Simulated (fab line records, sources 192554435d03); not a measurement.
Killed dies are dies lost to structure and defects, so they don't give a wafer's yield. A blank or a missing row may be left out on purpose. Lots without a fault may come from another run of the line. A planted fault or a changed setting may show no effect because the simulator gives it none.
Split-lot experiment | flow n5_finfet | 7 lots, 21 wafers read, on a route of 1938 steps

THE SPLIT
At N5_BEOL_M7_ETCH_41 (etches SiCN in CH3F/O2, target depth 31.9 nm, time 57.8 s), the setting bias_w was moved away from the recipe's 75 W on 4 of the 21 wafers read, by -12.6% to +16.2%. The other wafers ran this setting at the recipe's value.

The reading is taken at the split's own step.

THE READING
rf_vpp_V, in V, at N5_BEOL_M7_ETCH_41 (etches SiCN in CH3F/O2, target depth 31.9 nm, time 57.8 s). Fault-free wafers of this fab line usually give 297.5 V, standard deviation 1.6 V.

wafer  | tool, chamber at the split | bias_w as run, W | against the recipe | rf_vpp_V, V | against lot-mates on the recipe
L086.1 | rie_diel-02, 2             | 65.52            | -12.6%             | 273.3       | -26.3
L086.2 | rie_diel-02, 0             | 75               | recipe             | 301.1       | -
L086.3 | rie_diel-02, 3             | 75               | recipe             | 298.1       | -
L088.1 | rie_diel-04, 3             | 75               | recipe             | 299.7       | -
L088.2 | rie_diel-04, 0             | 75               | recipe             | 297.3       | -
L088.3 | rie_diel-04, 1             | 75               | recipe             | 296.6       | -
L089.2 | rie_diel-05, 2             | 75               | recipe             | 296.4       | -
L089.4 | rie_diel-05, 1             | 75               | recipe             | 295.6       | -
L089.5 | rie_diel-05, 0             | 75               | recipe             | 298.4       | -
L090.1 | rie_diel-02, 1             | 75               | recipe             | 295.5       | -
L090.3 | rie_diel-02, 0             | 80.55            | +7.4%              | 313.6       | +16.1
L090.5 | rie_diel-02, 0             | 75               | recipe             | 299.6       | -
L092.1 | rie_diel-04, 2             | 75               | recipe             | 298.6       | -
L092.2 | rie_diel-04, 1             | 75               | recipe             | 297.9       | -
L092.5 | rie_diel-04, 3             | 75               | recipe             | 299.0       | -
L093.2 | rie_diel-04, 2             | 75               | recipe             | 297.3       | -
L093.4 | rie_diel-04, 0             | 87.15            | +16.2%             | 328.2       | +30.9
L093.5 | rie_diel-04, 1             | 87.15            | +16.2%             | 328.2       | +30.9
L097.1 | rie_diel-05, 1             | 75               | recipe             | 295.1       | -
L097.3 | rie_diel-05, 2             | 75               | recipe             | 295.5       | -
L097.4 | rie_diel-05, 1             | 75               | recipe             | 295.5       | -

THE FIT
A straight line over all 21 wafers: rf_vpp_V changes by +1.92 V for each +1% of bias_w; r = +0.99; the points scatter about the line by 1.7 V.
The same after taking each lot's own level away (the mean of its wafers on the recipe; 21 wafers): +1.97 V for each +1%; r = +0.99; scatter 1.2 V.
On that fit, the largest move of bias_w shifts the reading by 32 V.
The lots' own levels span 295.37 to 299.60 V, that is 2.6 times the standard deviation above.
So the lot-to-lot level changes the slope little: the two slopes agree.
Check: with one of the wafers moved furthest among these (+16.2%) left out of the fit, the line predicts +32.3 V for it against its lot-mates. It came out at +30.9 V against them.
Tool readings at the split's step, against how far the setting was moved: rf_vpp_V r = +0.99.

OTHER SPLITS ON THESE WAFERS
These wafers also went through other splits before the reading. Each is held against what the fit with the lots' levels taken away leaves over:
other split on the same wafers   | wafers away from the commonest value | r with rf_vpp_V (lot level and that fit taken away)
N5_BEOL_M6_ALD_77 ald_cycles     | 10                                   | +0.15
N5_BEOL_M7_TRENCH_ETCH_37 bias_w | 6                                    | +0.17

THE FILE'S OWN FIT
rf_vpp_V changes by +1.99 V for each +1% of bias_w, r = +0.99.
